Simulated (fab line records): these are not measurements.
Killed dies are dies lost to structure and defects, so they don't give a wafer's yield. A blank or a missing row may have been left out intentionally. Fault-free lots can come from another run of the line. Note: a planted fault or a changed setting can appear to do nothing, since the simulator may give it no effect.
Matching of chambers ; flow nand harc ; 3 sister chambers for NHARC_A_STAIRCASE_DEP_259 on pecvd-01
The step deposits SiON, target thk 30 nm. 6 wafers are shown with their chamber, then 7 later ones without.

## WAFERS PAIRED WITH THEIR CHAMBERS
wafer;chamber;heater power w (W);susceptor temp C (C)
L082.5;1;664;399.96
L088.1;2;660;400.10
L088.2;0;601;399.89
L088.3;1;706;399.66
L089.1;0;623;400.03
L089.3;2;623;399.69

## WAFERS WHOSE CHAMBER IS MISSING
wafer;heater power w (W);susceptor temp C (C)
L089.6;595;400.10
L094.1;632;399.93
L094.2;561;399.76
L094.3;654;400.34
L092.3;715;400.16
L092.5;627;400.12
L092.6;721;399.70

## THE CHAMBER EACH PASSED THROUGH
wafer;from the rows above;in truth
L089.6;can't be placed: 0 or 2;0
L094.1;can't be placed: 2 or 0 or 1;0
L094.2;can't be placed: 0 or 2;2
L094.3;can't be placed: 2 or 0 or 1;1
L092.3;can't be placed: 1 or 2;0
L092.5;can't be placed: 0 or 2 or 1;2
L092.6;can't be placed: 1 or 2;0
Correctly placed: 0 of 7. Can't be placed from these rows: 7 (the true chamber is among the candidates in 5). 0 placed wrongly.
How it was worked out, from the rows above alone: a wafer's distance from a chamber is the root of the sum, over the readings, of the square of ((its reading less the chamber's mean) divided by the reading's scatter). If the next closest chamber is less than 2 further off than the closest, the wafer can't be placed; otherwise it belongs to the closest. A chamber's mean is the mean of its shown wafers. How the scatter is found: for the shown wafers, subtract from each reading the mean of its chamber, square and add these, divide the total by (wafers less chambers), then take the root.
